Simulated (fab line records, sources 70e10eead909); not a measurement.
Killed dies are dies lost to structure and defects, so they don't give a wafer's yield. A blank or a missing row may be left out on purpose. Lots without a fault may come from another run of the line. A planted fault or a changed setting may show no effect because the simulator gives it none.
Problem report in the 8D (eight disciplines) form, filled by code | flow nand_harc | the parts of the form that need people (team, actions taken, sign-off) are left out

1. THE PROBLEM
thk_nm at NHARC_A_ONON_D1_THK_MEAS_14 reads a mean of 786 nm on 3 wafers of 3 lots; wafers without a fault read 1000 nm with a standard deviation of 11. That is -19 standard deviations from the usual mean.
The step: measures by ellipsometry.
First seen on wafer L715.3, day 14 04:37, on film_metro-01. The record holds 43 wafers of 15 lots with a number at this step. Rule for "out", or "out of limits": more than 4 standard deviations from the usual mean. The other wafers with a number count as sound.

2. WHAT IT IS AND WHAT IT IS NOT
question                    | is                           | is not
which readings at this step | thk_nm                       | -
which lots                  | L715, L718, L719             | L701, L703, L704, L705, L706, L707, L708, L711, L712, L721, L723, L724
which wafers of those lots  | L715.3, L718.4, L719.4       | L715.5, L718.6, L719.1, L719.2
read on which gauges        | film_metro-01, film_metro-02 | -
when                        | from day 14 04:37            | up to then (28 sound wafers); but 12 sound wafers of L718, L719, L721, L723, L724 came after

3. SUSPECTS, AND WHAT RULES EACH OUT
Counting: a tool at a process step up to the reading stays a suspect if it ran every lot that is out. Sound lots after the first of them don't rule it out here, since some wafers of a struck lot are sound.
- the gauge at NHARC_A_ONON_D1_THK_MEAS_14: ruled out. The wafers that are out were read on 2 gauges (film_metro-01, film_metro-02).
- pecvd_onon-03 at NHARC_A_ONON_D1_DEP_12 (target thk 1000 nm): kept. It ran every lot that is out, first L715 (day 14 04:13).
Left after counting: pecvd_onon-03 at NHARC_A_ONON_D1_DEP_12.

4. THE CAUSE (what the simulator had put in)
Process parameter drift: pecvd_onon-03, from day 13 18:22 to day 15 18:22, at NHARC_A_ONON_D1_DEP_12. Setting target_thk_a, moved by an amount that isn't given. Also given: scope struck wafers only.
Counting left only this tool.

5. THE CHAIN OF EFFECTS, in route order
Each row: a reading whose mean over the struck wafers that have a number lies more than 3 standard deviations from the usual. Only readings for which the record gives a usual standard deviation are gone through. hours: the time from each lot's start at the first step in this table that gives one to its start at this step, as a median over the lots. sigmas: the change in usual standard deviations.
hours | step                        | reading         | usual   | on struck wafers | change | sigmas
0     | NHARC_A_ONON_D1_THK_MEAS_14 | thk_nm          | 1000 nm | 786              | -214   | -19
401   | NHARC_END_SORT_01           | killed_at_array | 59      | 676              | +617   | +26
401   | NHARC_END_SORT_01           | killed_dies     | 63      | 677              | +614   | +26

6. WHAT WOULD HAVE CAUGHT IT SOONER
In this record the first reading out of limits at a measuring or inspecting step was taken at day 14 04:37, 10 hours after the fault began at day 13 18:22.
Of the tool readings at NHARC_A_ONON_D1_DEP_12 for which the record gives a usual standard deviation, none was out on any struck wafer, so an alarm limit of 4 standard deviations on them would not have fired.
Of the lots that are out (3), L718, L719 began NHARC_A_ONON_D1_DEP_12 on pecvd_onon-03 after day 14 04:37. A hold on the tool at that time would have spared those 2.
